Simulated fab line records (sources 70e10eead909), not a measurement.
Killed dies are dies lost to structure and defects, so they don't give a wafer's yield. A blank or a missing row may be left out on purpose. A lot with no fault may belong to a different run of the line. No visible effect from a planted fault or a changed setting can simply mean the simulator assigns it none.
A struck lot beside a sound one | flow nand harc | 42 steps out of a route of 1302
Sound: wafers L523.2, L523.3, L523.5. The struck wafers were L529.1, L529.4, L529.6. The cause comes at the end.
For every step that has rows: the tool of each side, followed by ch and its chambers, followed by its first start. Under that, the readings that differ: sound wafers | struck wafers | difference of the means | sigmas: that difference in standard deviations of wafers without a fault.
alike: readings whose means differ by less than 2 such deviations, and words and numbers that are the same on both sides. not compared: withheld readings, readings that some wafer has no value for, bounds like >300 that may hide the same value, and numbers for which the record gives no deviation and whose values overlap.
Wherever a step has rows on one side only, a row that says differs or no value, or a row with sigmas, the two part there. Non-overlapping numbers with no deviation appear without sigmas and do not part them. A reading that every wafer of one side lacks parts them only if that side has two wafers or more.

first, 1 step without rows for these wafers: NHARC_THIN_TSV_GRIND_00.
NHARC_THIN_TSV_CMP_01: polishes.
  sound on cmp-04 ch 1,2, day 25 06:39; struck on cmp-02 ch 0,2, day 28 14:29
  alike: motor current A
NHARC_THIN_TSV_THK_MEAS_02: measures by ir.
  sound: film metro-01 at day 25 06:55; struck: film metro-01 at day 28 14:44
  alike: thk nm
then, 9 steps without rows for these wafers: NHARC_THIN_TSV_SRD_03; NHARC_THIN_TSV_PRECLEAN_41 (cleans in SC1); NHARC_THIN_TSV_SRD_42; NHARC_THIN_TSV_DEP_43 (deposits SiO2, target thk 1328.5 nm); NHARC_THIN_TSV_DEHYDRATE_04 (time 120 s); NHARC_THIN_TSV_HMDS_05 (time 30 s); NHARC_THIN_TSV_COAT_06; NHARC_THIN_TSV_SOFTBAKE_07 (time 95 s); NHARC_THIN_TSV_EBR_08.
NHARC_THIN_TSV_EXPOSE_09: exposes mask TSV.
  sound on krf scanner-04 ch 0, day 25 07:43; struck on krf scanner-04 ch 0, day 28 15:31
  reading              | sound             | struck            | difference | sigmas
  exposure dose mJ cm2 | 30.63 30.64 30.67 | 42.15 42.13 42.10 | +11.48     | +99 or more
  alike: mask
then, 2 steps without rows for these wafers: NHARC_THIN_TSV_PEB_10 (peb time 85 s); NHARC_THIN_TSV_DEVELOP_11 (time 70 s).
NHARC_THIN_TSV_CD_MEAS_12 targets a cd of 1000 nm.
  sound on cd sem-02 ch 0, day 25 07:52; struck on cd sem-01 ch 0, day 28 15:40
  reading    | sound                | struck               | difference | sigmas
  cd nm (nm) | 1000.4 1001.3 1001.1 | 1010.1 1011.5 1010.0 | +9.6       | +5
then, 3 steps without rows for these wafers: NHARC_THIN_TSV_HARDBAKE_13 (time 80 s); NHARC_THIN_TSV_DESCUM_14 (chemistry O2, time 3 s); NHARC_THIN_TSV_ETCH_44 (etches the open film in CF4/O2, target depth 1594.2 nm, time 797.1 s).
NHARC_THIN_TSV_ETCH_15: target depth 3000 nm, bosch target overetch cycles 2, bosch etch step 2.8 s.
  sound on rie si-03 ch 0,3, day 25 08:41; struck on rie si-04 ch 0,2, day 28 16:28
  alike: drypump motor current A
  not compared: rf hours counter h
NHARC_THIN_TSV_CD_MEAS_16:
  sound: cd sem-02 at day 25 08:50; struck: cd sem-02 at day 28 16:37
  reading    | sound                | struck               | difference | sigmas
  cd nm (nm) | 1000.5 1001.2 1000.6 | 1009.8 1011.9 1010.5 | +10.0      | +5
NHARC_THIN_TSV_STRIP_45: strips in O2.
  sound on plasma asher-02 ch 0,1, day 25 08:54; struck on plasma asher-01 ch 0, day 28 16:41
  alike: drypump motor current A, heater power w
  not compared: rf hours counter h
then, 4 steps without rows for these wafers: NHARC_THIN_TSV_STRIP_46 (strips in post etch residue remover, time 1200 s); NHARC_THIN_TSV_DEP_47 (deposits SiO2, target thk 200 nm); NHARC_THIN_TSV_ETCHBACK_48 (etches the open film in C4F8/Ar, target depth 1028.5 nm, time 405.17 s); NHARC_THIN_TSV_STRIP_62 (strips in N2/H2, time 20 s).
NHARC_THIN_TSV_DEGAS_49: time 120 s.
  sound: pvd sputter-03 at day 25 10:37; struck: pvd sputter-01 at day 28 18:29
  alike: heater power w, susceptor temp C
NHARC_THIN_TSV_PRE_CLEAN_50: time 30 s.
  sound on pvd sputter-03; struck on pvd sputter-01
  reading              | sound                | struck | difference                    | sigmas
  susceptor temp C (C) | 279.93 279.63 279.95 | - - -  | no value on the struck wafers |
  alike: heater power w
then, 13 steps without rows for these wafers: NHARC_THIN_TSV_PVD_19 (deposits TaN, target thk 20 nm); NHARC_THIN_TSV_PVD_51 (deposits Cu, target thk 100 nm); NHARC_THIN_TSV_ECD_20 (material Cu, target thk 2000 nm); NHARC_THIN_TSV_ANNEAL_52 (time 90 s); NHARC_THIN_TSV_CMP_21 (polishes, t overpolish 30 s, target thk 2000 nm); NHARC_THIN_TSV_SRD_23; NHARC_THIN_TSV_DEGAS_53 (time 60 s); NHARC_THIN_TSV_PRE_CLEAN_54 (time 30 s); NHARC_THIN_TSV_PVD_55 (deposits TiN, target thk 50 nm); NHARC_THIN_TSV_PVD_24 (deposits Al, target thk 800 nm); NHARC_THIN_TSV_DEHYDRATE_25 (time 120 s); NHARC_THIN_TSV_HMDS_26 (time 30 s); NHARC_THIN_TSV_COAT_27.
NHARC_THIN_TSV_CD_MEAS_37:
  sound: cd sem-02 at day 25 15:13; struck: cd sem-01 at day 28 22:57
  reading    | sound                | struck               | difference | sigmas
  cd nm (nm) | 4999.9 5000.9 4998.2 | 5011.2 5014.3 5012.3 | +12.9      | +5

## WHERE THEY PART
At NHARC_THIN_TSV_EXPOSE_09 first; at NHARC_THIN_TSV_CD_MEAS_37 last (within this record only).

WHY: whatever the simulator had introduced
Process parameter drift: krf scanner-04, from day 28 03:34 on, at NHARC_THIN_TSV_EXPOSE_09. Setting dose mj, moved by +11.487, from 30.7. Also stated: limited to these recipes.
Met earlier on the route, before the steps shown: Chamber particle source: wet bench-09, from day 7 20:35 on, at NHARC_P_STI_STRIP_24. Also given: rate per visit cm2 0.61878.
